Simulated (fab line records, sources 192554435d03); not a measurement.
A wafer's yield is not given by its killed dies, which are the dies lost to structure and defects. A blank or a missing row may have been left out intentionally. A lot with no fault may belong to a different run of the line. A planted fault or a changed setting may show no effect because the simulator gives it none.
The same fault as seen by 2 desks / flow n5_finfet / every desk sees just its own numbers, and what lay behind them comes last

## DESK OF THE TOOL OWNER: pvd_sputter-03
The tool's own readings at N5_BEOL_M13_SPUTTER_44 (material Ta, target thk 10 nm, time 16.13 s): means of the sampled wafers that have a number, for each lot that ran on this tool. The brackets show how far a lot's mean lies from the usual mean; more than 4 standard deviations puts the lot out of limits, marked OUT.
Columns: A = throttle_valve_pct at N5_BEOL_M13_SPUTTER_44, usual 30.4 %
lot=L403; first seen here=day 13 14:55; A=31.1
lot=L410; first seen here=day 15 16:35; A=31.9
lot=L414; first seen here=day 15 22:15; A=30.3
Result from this desk: across the 3 lots, nothing is out of limits.

## METROLOGY DESK
Means of the sampled wafers that have a number, per lot and without regard to the tool the lot ran on: this is what the gauges read. The brackets show how far a lot's mean lies from the usual mean; more than 4 standard deviations puts the lot out of limits, marked OUT.
Columns: A = cd_nm at N5_BEOL_M13_CD_MEAS_17, usual 190.8 nm
lot=L400; first seen here=day 12 12:57; A=191.1
lot=L402; first seen here=day 12 19:44; A=192.2
lot=L401; first seen here=day 13 09:36; A=194.3
lot=L403; first seen here=day 13 10:40; A=191.6
lot=L404; first seen here=day 13 17:31; A=189.8
lot=L410; first seen here=day 15 10:34; A=190.9
lot=L414; first seen here=day 15 19:40; A=191.3
lot=L415; first seen here=day 16 07:17; A=193.0
lot=L417; first seen here=day 16 19:28; A=190.1
lot=L416; first seen here=day 16 20:05; A=190.5
lot=L420; first seen here=day 17 08:44; A=191.3
Result from this desk: across the 11 lots, nothing is out of limits.

## PUT TOGETHER
The desk of the tool owner found nothing out of limits.
Metrology desk: nothing out of limits seen.

## WHAT THE SIMULATOR HAD INSERTED
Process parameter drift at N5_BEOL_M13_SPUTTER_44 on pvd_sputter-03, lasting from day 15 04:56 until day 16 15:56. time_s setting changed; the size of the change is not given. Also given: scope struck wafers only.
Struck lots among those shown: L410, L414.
